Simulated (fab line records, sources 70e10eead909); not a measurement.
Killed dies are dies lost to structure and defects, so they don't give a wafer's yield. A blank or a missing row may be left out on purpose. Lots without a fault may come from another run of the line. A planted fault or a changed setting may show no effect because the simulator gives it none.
Chamber matching | flow nand_harc | NHARC_A_ZERO_WELL_ETCH_13 on rie_si-05: 4 sister chambers
The step etches the open film in HBr/Cl2, target depth 120 nm, time 40.1 s. 4 wafers are shown with their chamber, then 11 later ones without.

WAFERS WITH THEIR CHAMBER
wafer  | chamber | drypump_motor_current_A (A)
L088.3 | 1       | 5.5
L090.3 | 3       | 6.3
L090.6 | 0       | 6.6
L092.1 | 2       | 5.7

WAFERS WITHOUT THEIR CHAMBER
wafer  | drypump_motor_current_A (A)
L092.2 | 5.5
L092.4 | 6.7
L094.2 | 5.7
L094.3 | 6.7
L094.5 | 6.7
L095.3 | 5.5
L095.4 | 6.6
L095.5 | 5.5
L097.2 | 5.5
L097.3 | 5.7
L097.5 | 6.6

WHICH CHAMBER EACH WENT THROUGH
wafer  | from the rows above | in truth
L092.2 | 1                   | 1
L092.4 | 0                   | 0
L094.2 | 2                   | 2
L094.3 | 0                   | 0
L094.5 | 0                   | 0
L095.3 | 1                   | 1
L095.4 | 0                   | 0
L095.5 | 1                   | 1
L097.2 | 1                   | 1
L097.3 | 2                   | 2
L097.5 | 0                   | 0
Placed correctly: 11 of 11. Can't be placed from these rows: 0. Placed wrongly: 0.
How it was worked out, from the rows above alone: a wafer's distance from a chamber is the root of the sum, over the readings, of the square of ((its reading less the chamber's mean) divided by the reading's scatter). The wafer belongs to the nearest chamber; if the next one is less than 2 further off, it can't be placed. A chamber's mean is the mean of its shown wafers. The scatter: with one shown wafer a chamber, the root of the mean of the squares of how far each hidden wafer lies from its nearest shown one.
